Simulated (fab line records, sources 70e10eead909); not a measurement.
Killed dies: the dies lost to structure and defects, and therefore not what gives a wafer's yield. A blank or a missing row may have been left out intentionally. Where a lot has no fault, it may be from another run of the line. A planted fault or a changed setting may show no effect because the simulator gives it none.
Chamber matching + flow nand_harc + 4 sister chambers for NHARC_A_STAIRCASE_CMP_472 on cmp-03
The step polishes SiO2. 8 wafers are shown with their chamber, then 8 later ones without.

== WAFERS, EACH WITH ITS CHAMBER ==
| wafer  | chamber | motor_current_A (A) | edge_zone_pressure_frac |
|--------|---------|---------------------|-------------------------|
| L084.6 | 3       | 11.2                | 1.000                   |
| L085.1 | 1       | 11.0                | 0.997                   |
| L085.3 | 0       | 8.1                 | 0.999                   |
| L085.4 | 3       | 11.1                | 1.011                   |
| L088.1 | 2       | 12.5                | 1.000                   |
| L088.5 | 1       | 10.1                | 0.995                   |
| L088.6 | 0       | 8.2                 | 1.005                   |
| L089.2 | 2       | 12.9                | 1.000                   |

== WAFERS WITHOUT THEIR CHAMBER ==
| wafer  | motor_current_A (A) | edge_zone_pressure_frac |
|--------|---------------------|-------------------------|
| L089.4 | 11.0                | 1.004                   |
| L089.6 | 11.2                | 0.999                   |
| L092.1 | 8.9                 | 0.998                   |
| L092.3 | 11.6                | 0.999                   |
| L092.4 | 13.1                | 1.002                   |
| L096.1 | 12.1                | 1.002                   |
| L096.2 | 9.9                 | 0.992                   |
| L096.6 | 10.7                | 1.001                   |

== CHAMBER TAKEN BY EACH ==
| wafer  | from the rows above          | in truth |
|--------|------------------------------|----------|
| L089.4 | can't be placed: 3 or 1      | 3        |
| L089.6 | can't be placed: 3 or 1      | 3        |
| L092.1 | 0                            | 0        |
| L092.3 | can't be placed: 3 or 1 or 2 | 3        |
| L092.4 | 2                            | 2        |
| L096.1 | can't be placed: 2 or 3      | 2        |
| L096.2 | 1                            | 1        |
| L096.6 | can't be placed: 1 or 3      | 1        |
3 of 8 placed correctly. From these rows, 5 cannot be placed; in 5 the true chamber is one of the candidates. Wrongly placed: 0.
How it was worked out, from the rows above alone: a wafer's distance from a chamber is the root of the sum, over the readings, of the square of ((its reading less the chamber's mean) divided by the reading's scatter). If the next closest chamber is less than 2 further off than the closest, the wafer can't be placed; otherwise it belongs to the closest. For every chamber, the mean is computed from those of its wafers that are shown. How the scatter is found: for the shown wafers, subtract from each reading the mean of its chamber, square and add these, divide the total by (wafers less chambers), then take the root.
